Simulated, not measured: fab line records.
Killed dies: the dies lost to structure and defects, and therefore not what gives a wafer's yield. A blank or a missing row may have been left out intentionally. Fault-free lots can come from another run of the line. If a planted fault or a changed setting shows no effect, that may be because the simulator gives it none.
fab line records	flow n5Finfet
record: lots: 7	wafers: 39
route steps=1938 shown WELL_APT@26 FIN_CUT@175 HKMG_FIN@433 MOL_CONTACT_COAG@547 BEOL_M1@751 BEOL_M2@882 BEOL_M4@1070 BEOL_M7@1263 BEOL_M9@1446 BEOL_M12@1630 BEOL_M14@1749 PAD_METAL@1895 PASSIVATION@1936
startH: hours from the record's opening day to when the first of the lot's shown wafers began	waitH: hours elapsed since this lot's preceding step	" identical to the entry in the row above	L1.1+2: several wafers, shown together as one row	- no value, or no start given	* or withheld: withheld	< > ~ a bound
route shown NAME@n: NAME is a module with steps in the file, n the number in the route of the first one	usual: the fault-free wafers' mean and standard deviation	same: alike in all rows	chamber/n: place in a boat	sites: per-site readings	_std_site: their standard deviation	_edge_site: inner sites' mean taken away from outer sites' mean	radiusMm: how far each site lies from the wafer's centre	mask NAME#n: copy n	behind: tool/chamber where the wafer was last shaped	hold: why the lot went on hold/how many hours it stayed there/how the hold came to an end	device: names the non-switching transistor (n, p or np)	end of line: at the end of the route, the tests of the same wafers	for a step that has no rows: nothing shown but its recipe	killed: dies lost to structure and defects at the first sort, not the wafer's yield	map: dies across one wafer; x = killed, . = not, _ = none there
set.NAME: setting as actually run; set.NAME@STEP: the setting as run at that earlier step	model.NAME: the simulator's own value behind a step, which no gauge read
lots with deliberately changed settings; one table per step, one row per wafer
== steps ==
step: N5_WELL_APT_DEVELOP_07
recipe: developTimeS: 45	rinseLiquid: surfactantRinse	dry: airSpin	devTempC: 21
step: N5_FIN_CUT_PRECLEAN_35
recipe: timeS: 13.3	tempC: 45	pressureTorr: 125	pHfTorr: 3	pCoreactantTorr: 25	chemistry: vHF
step: N5_HKMG_FIN_DESCUM_17
recipe: chemistry: O2	timeS: 7.9	sourcePowerW: 50	biasPowerW: 20	pressureMtorr: 20	rfFrequencyHz: 2.712e+07	tempC: 40	resist: CAR-ArF	o2FlowSccm: 225
step: N5_MOL_CONTACT_COAG_SPUTTER_143
recipe: material: Co	targetThkA: 25	tempC: 25	chamberPressurePa: 0.2
step: N5_BEOL_M1_ILD_DEP_00
recipe: material: SiOC	targetThkA: 790	tempC: 350	precursor: DEMS/O2	pressureTorr: 5	rfW: 500	timeS: 15.3
step: N5_BEOL_M2_ALD_98
recipe: material: SiO2	targetThkA: 25	tempC: 100	aldPrecursorFamily: BDEAS	aldCoReactant: O2-plasma	pulseTimeS: 1	coReactantPulseTimeS: 1	purgeTimeS: 2	coReactantPurgeTimeS: 2	aldCycles: 17	pressureTorr: 2
step: N5_BEOL_M4_TRENCH_ETCH_37
recipe: chemistry: C4F6/O2	targetDepthA: 555.55	target: SiOC	timeS: 29.2	ionEnergyEv: 250	pressureMtorr: 30	sourceW: 355	biasW: 185	Ar_flow_sccm: 300	C4F6_flow_sccm: 10	O2_flow_sccm: 10
step: N5_BEOL_M7_ILD_DEP_00
recipe: material: SiCOH_lowk	targetThkA: 1797.5	tempC: 300	precursor: DEMS/porogen	pressureTorr: 5	rfW: 500	timeS: 33.4
step: N5_BEOL_M7_DESCUM_33
recipe: chemistry: O2	timeS: 7	sourcePowerW: 50	biasPowerW: 20	pressureMtorr: 20	rfFrequencyHz: 2.712e+07	tempC: 40	resist: CAR-EUV	o2FlowSccm: 225
step: N5_BEOL_M9_TRENCH_ETCH_37
recipe: chemistry: C4F6/O2	targetDepthA: 1514.3	target: SiCOH_lowk	timeS: 49	ionEnergyEv: 250	pressureMtorr: 30	sourceW: 345	biasW: 185	Ar_flow_sccm: 300	C4F6_flow_sccm: 10	O2_flow_sccm: 10
step: N5_BEOL_M12_DEVELOP_27
recipe: developTimeS: 45	rinseLiquid: diw	dry: airSpin	devTempC: 21
step: N5_BEOL_M14_DESCUM_33
recipe: chemistry: O2	timeS: 7.9	sourcePowerW: 50	biasPowerW: 20	pressureMtorr: 20	rfFrequencyHz: 2.712e+07	tempC: 40	o2FlowSccm: 225
step: N5_PASSIVATION_SPUTTER_20
recipe: material: TaN	targetThkA: 500	tempC: 25	chamberPressurePa: 0.4
step: N5_PASSIVATION_PROBE_49
usual: killedAtOther: 4/3.1
lot.wafer	tool	chamber	startH	waitH	set.developTimeS@WELL_APT_DEVELOP_07	set.timeS@FIN_CUT_PRECLEAN_35	set.timeS@HKMG_FIN_DESCUM_17	set.targetThkA@MOL_CONTACT_COAG_SPUTTER_143	set.targetThkA@BEOL_M1_ILD_DEP_00	set.aldCycles@BEOL_M2_ALD_98	set.targetDepthA@BEOL_M4_TRENCH_ETCH_37	set.timeS@BEOL_M7_ILD_DEP_00	set.timeS@BEOL_M7_DESCUM_33	set.timeS@BEOL_M9_TRENCH_ETCH_37	set.developTimeS@BEOL_M12_DEVELOP_27	set.timeS@BEOL_M14_DESCUM_33	set.targetThkA@PASSIVATION_SPUTTER_20	killedAtOther
L077.1	prober-02	-	368.43	0.0	45	9.334	7.9	18.45	790	22	300.6	47.88	7	37.14	19.22	7.9	784.6	8
L077.2	prober-02	-	368.48	0.1	45	13.3	7.9	18.45	790	17	555.55	47.88	9.266	37.14	45	7.9	500	4
L077.3	prober-02	-	368.53	0.1	45	13.3	7.9	25	790	17	300.6	33.4	7	49	45	7.9	784.6	112
L077.4	prober-02	-	368.58	0.2	45	9.334	7.9	18.45	790	22	555.55	33.4	7	37.14	45	7.9	500	2
L077.5	prober-02	-	368.63	0.2	45	13.3	7.9	25	790	22	300.6	47.88	9.266	49	19.22	7.9	784.6	14
L077.6	prober-02	-	368.68	0.3	45	9.334	7.9	25	790	17	555.55	33.4	9.266	49	19.22	7.9	500	7
L079.1	prober-02	-	410.64	0.0	32.54	13.3	7.9	25	790	10	555.55	45.04	7	26.25	69.71	7.9	500	2
L079.2	prober-02	-	410.69	0.1	32.54	13.3	7.9	25	947.6	17	555.55	45.04	7	49	69.71	7.9	793.2	1066
L079.3	prober-02	-	410.74	0.1	45	15.9	7.9	25	790	10	555.55	33.4	7	49	45	7.9	793.2	1099
L079.4	prober-02	-	410.79	0.2	45	13.3	7.9	35.75	947.6	10	555.55	33.4	7	26.25	45	7.9	793.2	2
L079.5	prober-02	-	410.84	0.2	45	15.9	7.9	35.75	790	17	555.55	45.04	7	26.25	45	7.9	500	1
L079.6	prober-02	-	410.89	0.3	32.54	15.9	7.9	35.75	947.6	17	555.55	33.4	7	49	69.71	7.9	500	1
L081.1	prober-02	-	430.21	0.0	27.17	13.3	10.49	20.61	921.7	17	555.55	33.4	10.3	49	45	7.9	424.9	9
L081.2	prober-02	-	430.26	0.1	27.17	13.3	7.9	20.61	790	17	555.55	33.4	7	34.3	45	5.632	500	7
L081.3	prober-02	-	430.31	0.1	27.17	10.36	10.49	25	790	17	555.55	20.41	7	49	54.23	5.632	424.9	9
L081.4	prober-02	-	430.36	0.2	45	10.36	7.9	25	790	17	555.55	33.4	10.3	34.3	54.23	7.9	424.9	4
L081.5	prober-02	-	430.41	0.2	45	13.3	10.49	25	921.7	17	555.55	20.41	10.3	34.3	54.23	5.632	500	7
L081.6	prober-02	-	430.46	0.3	45	10.36	7.9	20.61	921.7	17	555.55	20.41	7	49	45	7.9	500	7
L083.1	prober-02	-	434.91	0.0	45	8.061	7.9	25	790	17	555.55	33.4	7	33.18	45	7.9	254.3	2
L083.2	prober-02	-	434.96	0.1	45	13.3	7.9	39.84	351.5	17	555.55	39.03	7	49	45	7.9	500	2
L083.3	prober-02	-	435.01	0.1	45	13.3	7.9	39.84	790	17	555.55	39.03	7	33.18	45	7.9	500	4
L083.4	prober-02	-	435.06	0.2	45	8.061	7.9	39.84	790	17	555.55	33.4	5.82	49	45	7.9	500	0
L083.5	prober-02	-	435.11	0.2	45	13.3	7.9	25	351.5	17	555.55	33.4	5.82	33.18	45	7.9	254.3	1
L083.6	prober-02	-	435.16	0.3	45	8.061	7.9	25	351.5	17	555.55	39.03	5.82	49	45	7.9	254.3	4
L085.1	prober-01	-	450.55	0.0	45	13.3	7.9	17.49	1207	17	555.55	19.51	7	49	45	7.9	500	1
L085.2	prober-01	-	450.60	0.1	45	13.3	7.9	25	790	17	770.2	33.4	7	39.62	45	7.9	500	2
L085.3	prober-01	-	450.65	0.1	45	13.3	9.473	17.49	790	17	555.55	19.51	7	39.62	45	11.81	638.9	11
L085.4	prober-01	-	450.70	0.2	45	13.3	9.473	17.49	1207	17	770.2	33.4	7	49	45	11.81	638.9	9
L085.5	prober-01	-	450.75	0.2	45	13.3	9.473	25	790	17	770.2	19.51	7	49	45	11.81	500	3
L085.6	prober-01	-	450.80	0.3	45	13.3	7.9	25	1207	17	555.55	33.4	7	39.62	45	7.9	638.9	0
L088.1	prober-02	-	469.02	0.0	45	13.3	10.6	17.04	628.8	17	555.55	33.4	8.329	37.61	45	11.51	500	0
L088.2	prober-02	-	469.07	0.1	25.73	13.3	10.6	17.04	790	27	555.55	33.4	7	49	45	11.51	500	0
L088.3	prober-02	-	469.12	0.1	25.73	13.3	7.9	25	628.8	17	555.55	33.4	8.329	49	45	7.9	794.2	1076
L088.4	prober-02	-	469.17	0.2	45	13.3	10.6	25	628.8	27	555.55	33.4	7	37.61	45	11.51	794.2	1063
L088.5	prober-02	-	469.22	0.2	45	13.3	7.9	25	790	27	555.55	33.4	8.329	37.61	45	7.9	794.2	1063
L088.6	prober-02	-	469.27	0.3	25.73	13.3	7.9	17.04	790	17	555.55	33.4	7	49	45	7.9	500	7
L091.3	prober-01	-	473.93	0.1	45	13.3	7.9	25	790	17	555.55	33.4	7	49	45	7.9	500	6
L091.4	prober-01	-	473.98	0.2	45	13.3	7.9	25	790	17	555.55	33.4	7	49	45	7.9	500	5
L091.5	prober-01	-	474.03	0.2	45	13.3	7.9	25	790	17	555.55	33.4	7	49	45	7.9	500	2
killed by level:class
L077.1 BEOL_M4:areaEcd=986 BEOL_M7:areaEtch=54 FIN_SAQP:geometricParticle:open=22 FIN_SAQP:geometricParticle:short=15 MOL_CONTACT_COAG:geometricParticle:open=13 BEOL_M3:geometricParticle:open=11 BEOL_M0_SAQP:geometricParticle:open=10 BEOL_M0_SAQP:geometricParticle:short=10
L077.2 MOL_CONTACT_COAG:geometricParticle:open=22 BEOL_M4:geometricParticle:open=12 DUMMY_GATE:geometricParticle:open=9 BEOL_M0_SAQP:geometricParticle:short=9 BEOL_M3:geometricParticle:open=8 BEOL_M2:geometricParticle:open=7 BEOL_M0_SAQP:geometricParticle:open=6 BEOL_M5:geometricParticle:open=5
L077.3 BEOL_M4:areaEcd=954 PAD_METAL:areaSputter=110 MOL_CONTACT_COAG:geometricParticle:open=12 FIN_SAQP:geometricParticle:open=10 FIN_SAQP:geometricParticle:short=9 HKMG_FIN:areaEtch=9 BEOL_M2:geometricParticle:open=7 STI_FIN_REVEAL:geometricParticle:open=6
L077.4 FIN_SAQP:geometricParticle:short=15 BEOL_M0_SAQP:geometricParticle:short=12 FIN_SAQP:geometricParticle:open=11 MOL_CONTACT_COAG:geometricParticle:open=11 BEOL_M0_SAQP:geometricParticle:open=11 BEOL_M3:geometricParticle:open=6 BEOL_M4:geometricParticle:open=5 STI_FIN_REVEAL:geometricParticle:open=4
L077.5 BEOL_M4:areaEcd=883 BEOL_M7:areaEtch=164 FIN_SAQP:geometricParticle:short=11 BEOL_M4:geometricParticle:open=10 FIN_SAQP:geometricParticle:open=9 MOL_CONTACT_COAG:geometricParticle:open=9 BEOL_M3:geometricParticle:open=8 BEOL_M5:geometricParticle:open=7
L077.6 MOL_CONTACT_COAG:geometricParticle:open=14 FIN_SAQP:geometricParticle:short=11 BEOL_M3:geometricParticle:open=11 BEOL_M4:geometricParticle:open=11 FIN_SAQP:geometricParticle:open=9 BEOL_M0_SAQP:geometricParticle:open=7 BEOL_M0_SAQP:geometricParticle:short=6 BEOL_M1:geometricParticle:open=5
L079.1 BEOL_M9:areaEtch=1088 FIN_SAQP:geometricParticle:open=12 BEOL_M2:geometricParticle:open=7 MOL_CONTACT_COAG:geometricParticle:open=7 BEOL_M3:geometricParticle:open=7 BEOL_M0_SAQP:geometricParticle:open=6 BEOL_M0_SAQP:geometricParticle:short=6 FIN_SAQP:geometricParticle:short=4
L079.2 PAD_METAL:areaSputter=1056 BEOL_M2:geometricParticle:open=15 MOL_CONTACT_COAG:geometricParticle:open=11 FIN_SAQP:geometricParticle:open=10 BEOL_M4:geometricParticle:open=8 BEOL_M1:geometricParticle:open=7 STI_FIN_REVEAL:geometricParticle:open=6 MOL_CONTACT_COAG:geometricParticle:short=5
L079.3 PAD_METAL:areaSputter=1097 FIN_SAQP:geometricParticle:open=9 BEOL_M2:geometricParticle:open=9 DUMMY_GATE:geometricParticle:open=7 BEOL_M0_SAQP:geometricParticle:short=6 FIN_SAQP:geometricParticle:short=5 BEOL_M4:geometricParticle:short=5 STI_FIN_REVEAL:geometricParticle:open=4
L079.4 BEOL_M9:areaEtch=1057 BEOL_M2:geometricParticle:open=19 FIN_SAQP:geometricParticle:open=18 MOL_CONTACT_COAG:geometricParticle:open=12 FIN_SAQP:geometricParticle:short=10 BEOL_M0_SAQP:geometricParticle:short=8 BEOL_M0_SAQP:geometricParticle:open=6 BEOL_M1:geometricParticle:open=4
L079.5 BEOL_M9:areaEtch=1061 BEOL_M2:geometricParticle:open=24 FIN_SAQP:geometricParticle:open=13 MOL_CONTACT_COAG:geometricParticle:open=9 BEOL_M4:geometricParticle:open=9 GATE_CUT:geometricParticle:short=6 DUMMY_GATE:geometricParticle:open=5 STARTING-WAFER:geometricParticle:open=5
L079.6 FIN_SAQP:geometricParticle:open=18 BEOL_M0_SAQP:geometricParticle:open=14 BEOL_M2:geometricParticle:open=13 GATE_CUT:geometricParticle:short=8 FIN_SAQP:geometricParticle:short=7 BEOL_M4:geometricParticle:open=7 BEOL_M0_SAQP:geometricParticle:short=6 BEOL_M4:geometricParticle:short=6
L081.1 MOL_CONTACT_COAG:geometricParticle:open=16 BEOL_M2:geometricParticle:open=10 BEOL_M1:geometricParticle:open=9 BEOL_M3:geometricParticle:open=8 DUMMY_GATE:geometricParticle:open=7 FIN_SAQP:geometricParticle:short=7 STI_FIN_REVEAL:geometricParticle:open=7 BEOL_M4:geometricParticle:open=7
L081.2 MOL_CONTACT_COAG:geometricParticle:open=14 BEOL_M2:geometricParticle:open=13 BEOL_M9:areaEcd=11 BEOL_M4:geometricParticle:open=10 BEOL_M0_SAQP:geometricParticle:open=9 STI_FIN_REVEAL:geometricParticle:open=8 BEOL_M0_SAQP:geometricParticle:short=7 BEOL_M1:geometricParticle:open=5
L081.3 BEOL_M7:areaDep=196 DUMMY_GATE:geometricParticle:open=13 MOL_CONTACT_COAG:geometricParticle:open=12 BEOL_M4:geometricParticle:open=12 BEOL_M1:geometricParticle:open=11 BEOL_M2:geometricParticle:open=11 FIN_SAQP:geometricParticle:short=8 STI_FIN_REVEAL:geometricParticle:open=8
L081.4 BEOL_M0_SAQP:geometricParticle:open=15 MOL_CONTACT_COAG:geometricParticle:open=13 BEOL_M4:geometricParticle:open=12 STI_FIN_REVEAL:geometricParticle:open=10 BEOL_M0_SAQP:geometricParticle:short=9 BEOL_M1:geometricParticle:open=9 BEOL_M9:areaEcd=7 FIN_SAQP:geometricParticle:open=6
L081.5 BEOL_M7:areaDep=198 MOL_CONTACT_COAG:geometricParticle:open=18 BEOL_M2:geometricParticle:open=15 BEOL_M0_SAQP:geometricParticle:open=14 BEOL_M4:geometricParticle:open=13 FIN_SAQP:geometricParticle:open=10 DUMMY_GATE:geometricParticle:open=7 FIN_SAQP:geometricParticle:short=6
L081.6 BEOL_M7:areaDep=56 BEOL_M4:geometricParticle:open=14 BEOL_M2:geometricParticle:open=13 MOL_CONTACT_COAG:geometricParticle:open=8 BEOL_M3:geometricParticle:open=8 FIN_SAQP:geometricParticle:short=7 BEOL_M0_SAQP:geometricParticle:short=7 BEOL_M2:geometricParticle:short=6
L083.1 BEOL_M2:geometricParticle:open=14 STI_FIN_REVEAL:geometricParticle:open=13 MOL_CONTACT_COAG:geometricParticle:open=11 FIN_SAQP:geometricParticle:short=9 FIN_SAQP:geometricParticle:open=8 BEOL_M9:areaEcd=8 BEOL_M3:geometricParticle:open=7 MOL_CONTACT_COAG:geometricParticle:short=4
L083.2 BEOL_M1:areaDep=1068 MOL_CONTACT_COAG:geometricParticle:open=16 DUMMY_GATE:geometricParticle:open=9 BEOL_M0_SAQP:geometricParticle:open=9 FIN_SAQP:geometricParticle:open=8 BEOL_M0_SAQP:geometricParticle:short=8 FIN_SAQP:geometricParticle:short=7 STI_FIN_REVEAL:geometricParticle:open=7
L083.3 BEOL_M9:areaEcd=13 MOL_CONTACT_COAG:geometricParticle:open=9 BEOL_M0_SAQP:geometricParticle:open=9 GATE_CUT:geometricParticle:short=7 BEOL_M2:geometricParticle:open=6 BEOL_M4:geometricParticle:open=6 GATE_CUT:geometricParticle:open=5 BEOL_M0_SAQP:geometricParticle:short=5
L083.4 BEOL_M4:geometricParticle:open=14 MOL_CONTACT_COAG:geometricParticle:open=10 MOL_CONTACT_COAG:geometricParticle:short=9 BEOL_M1:geometricParticle:open=6 BEOL_M2:geometricParticle:open=6 STI_FIN_REVEAL:geometricParticle:open=5 BEOL_M0_SAQP:geometricParticle:open=5 BEOL_M3:geometricParticle:open=4
L083.5 BEOL_M1:areaDep=1092 MOL_CONTACT_COAG:geometricParticle:open=12 FIN_SAQP:geometricParticle:short=8 BEOL_M3:geometricParticle:open=8 BEOL_M2:geometricParticle:open=6 BEOL_M4:geometricParticle:open=5 FIN_SAQP:geometricParticle:open=4 STI_FIN_REVEAL:geometricParticle:open=4
L083.6 BEOL_M1:areaDep=1101 MOL_CONTACT_COAG:geometricParticle:open=7 BEOL_M4:geometricParticle:open=7 FIN_SAQP:geometricParticle:short=6 GATE_CUT:geometricParticle:short=6 BEOL_M2:geometricParticle:open=6 BEOL_M3:geometricParticle:open=5 BEOL_M2:geometricParticle:short=4
L085.1 BEOL_M1:areaEtch=1023 STI_FIN_REVEAL:geometricParticle:open=21 BEOL_M0_SAQP:geometricParticle:open=21 BEOL_M4:geometricParticle:open=16 BEOL_M0_SAQP:geometricParticle:short=15 MOL_CONTACT_COAG:geometricParticle:open=11 FIN_SAQP:geometricParticle:open=8 STI_FIN_REVEAL:geometricParticle:short=7
L085.2 STI_FIN_REVEAL:geometricParticle:open=25 FIN_SAQP:geometricParticle:short=9 BEOL_M0_SAQP:geometricParticle:open=9 BEOL_M4:geometricParticle:open=9 BEOL_M0_SAQP:geometricParticle:short=8 FIN_SAQP:geometricParticle:open=6 MOL_CONTACT_COAG:geometricParticle:open=5 BEOL_M3:geometricParticle:open=5
L085.3 BEOL_M7:areaDep=950 STI_FIN_REVEAL:geometricParticle:open=19 BEOL_M4:geometricParticle:open=13 BEOL_M0_SAQP:geometricParticle:short=10 BEOL_M0_SAQP:geometricParticle:open=9 STI_FIN_REVEAL:geometricParticle:short=7 MOL_CONTACT_COAG:geometricParticle:open=7 FIN_SAQP:geometricParticle:open=5
L085.4 BEOL_M1:areaEtch=1049 STI_FIN_REVEAL:geometricParticle:open=15 MOL_CONTACT_COAG:geometricParticle:open=15 FIN_SAQP:geometricParticle:open=12 FIN_SAQP:geometricParticle:short=10 BEOL_M0_SAQP:geometricParticle:open=10 BEOL_M0_SAQP:geometricParticle:short=9 BEOL_M4:geometricParticle:open=9
L085.5 BEOL_M7:areaDep=328 MOL_CONTACT_COAG:geometricParticle:open=12 STI_FIN_REVEAL:geometricParticle:open=11 BEOL_M0_SAQP:geometricParticle:short=10 GATE_CUT:geometricParticle:short=9 BEOL_M3:geometricParticle:open=9 GATE_CUT:geometricParticle:open=8 BEOL_M4:geometricParticle:open=8
L085.6 BEOL_M1:areaEtch=1063 MOL_CONTACT_COAG:geometricParticle:open=17 STI_FIN_REVEAL:geometricParticle:open=12 FIN_SAQP:geometricParticle:short=10 BEOL_M0_SAQP:geometricParticle:short=10 FIN_SAQP:geometricParticle:open=9 BEOL_M4:geometricParticle:open=8 BEOL_M0_SAQP:geometricParticle:open=7
L088.1 BEOL_M1:areaEcd=57 STI_FIN_REVEAL:geometricParticle:open=13 FIN_SAQP:geometricParticle:short=9 BEOL_M3:geometricParticle:open=9 BEOL_M4:geometricParticle:open=8 DUMMY_GATE:geometricParticle:open=7 MOL_CONTACT_COAG:geometricParticle:open=7 FIN_SAQP:geometricParticle:open=6
L088.2 STI_FIN_REVEAL:geometricParticle:open=15 BEOL_M3:geometricParticle:open=13 DUMMY_GATE:geometricParticle:open=8 FIN_SAQP:geometricParticle:open=6 MOL_CONTACT_COAG:geometricParticle:open=5 BEOL_M1:geometricParticle:open=5 BEOL_M4:geometricParticle:open=5 DUMMY_GATE:geometricParticle:short=4
L088.3 PAD_METAL:areaSputter=1068 BEOL_M3:geometricParticle:open=14 STI_FIN_REVEAL:geometricParticle:open=12 FIN_SAQP:geometricParticle:open=9 FIN_SAQP:geometricParticle:short=8 BEOL_M4:geometricParticle:open=8 BEOL_M2:geometricParticle:open=6 BEOL_M1:geometricParticle:open=5
L088.4 PAD_METAL:areaSputter=1058 STI_FIN_REVEAL:geometricParticle:open=18 BEOL_M4:geometricParticle:open=9 DUMMY_GATE:geometricParticle:open=9 BEOL_M1:geometricParticle:open=9 FIN_SAQP:geometricParticle:open=7 GATE_CUT:geometricParticle:open=6 MOL_CONTACT_COAG:geometricParticle:open=6
L088.5 PAD_METAL:areaSputter=1060 BEOL_M4:geometricParticle:open=17 FIN_SAQP:geometricParticle:open=14 BEOL_M3:geometricParticle:open=12 BEOL_M1:geometricParticle:open=10 STI_FIN_REVEAL:geometricParticle:open=8 FIN_SAQP:geometricParticle:short=7 GATE_CUT:geometricParticle:short=5
L088.6 STI_FIN_REVEAL:geometricParticle:open=9 BEOL_M1:geometricParticle:open=9 DUMMY_GATE:geometricParticle:open=8 BEOL_M4:geometricParticle:open=7 FIN_SAQP:geometricParticle:short=6 BEOL_M3:geometricParticle:open=6 BEOL_M0_SAQP:geometricParticle:open=5 BEOL_M2:geometricParticle:open=4
L091.3 FIN_SAQP:geometricParticle:open=8 STI_FIN_REVEAL:geometricParticle:open=7 GATE_CUT:geometricParticle:short=7 MOL_CONTACT_COAG:geometricParticle:open=7 BEOL_M3:geometricParticle:open=7 BEOL_M0_SAQP:geometricParticle:short=5 BEOL_M4:geometricParticle:open=5 BEOL_M2:geometricParticle:open=4
L091.4 BEOL_M3:geometricParticle:open=12 FIN_SAQP:geometricParticle:open=11 MOL_CONTACT_COAG:geometricParticle:open=11 BEOL_M4:geometricParticle:open=9 STI_FIN_REVEAL:geometricParticle:open=6 BEOL_M0_SAQP:geometricParticle:short=6 BEOL_M2:geometricParticle:open=6 BEOL_M0_SAQP:geometricParticle:open=5
L091.5 MOL_CONTACT_COAG:geometricParticle:open=11 FIN_SAQP:geometricParticle:short=10 FIN_SAQP:geometricParticle:open=7 BEOL_M3:geometricParticle:open=5 STI_FIN_REVEAL:geometricParticle:open=4 BEOL_M0_SAQP:geometricParticle:open=4 BEOL_M2:geometricParticle:open=4 BEOL_M5:geometricParticle:open=4
== key ==
split: step: N5_WELL_APT_DEVELOP_07	setting: developTimeS	statedAs: 45
response none clear
split: step: N5_FIN_CUT_PRECLEAN_35	setting: timeS	statedAs: 13.3
response none clear
split: step: N5_HKMG_FIN_DESCUM_17	setting: timeS	statedAs: 7.9
response none clear
split: step: N5_MOL_CONTACT_COAG_SPUTTER_143	setting: targetThkA	statedAs: 25
response none clear
split: step: N5_BEOL_M1_ILD_DEP_00	setting: targetThkA	statedAs: 790
response none clear
split: step: N5_BEOL_M2_ALD_98	setting: aldCycles	statedAs: 17
response none clear
split: step: N5_BEOL_M4_TRENCH_ETCH_37	setting: targetDepthA	statedAs: 555.55
response none clear
split: step: N5_BEOL_M7_ILD_DEP_00	setting: timeS	statedAs: 33.4
response none clear
split: step: N5_BEOL_M7_DESCUM_33	setting: timeS	statedAs: 7
response none clear
split: step: N5_BEOL_M9_TRENCH_ETCH_37	setting: timeS	statedAs: 49
response none clear
split: step: N5_BEOL_M12_DEVELOP_27	setting: developTimeS	statedAs: 45
response none clear
split: step: N5_BEOL_M14_DESCUM_33	setting: timeS	statedAs: 7.9
response none clear
split: step: N5_PASSIVATION_SPUTTER_20	setting: targetThkA	statedAs: 500
response: step: N5_PASSIVATION_PROBE_49	reading: killedAtOther	slope: +12	per: 1%	togetherWith: all	explained: 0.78
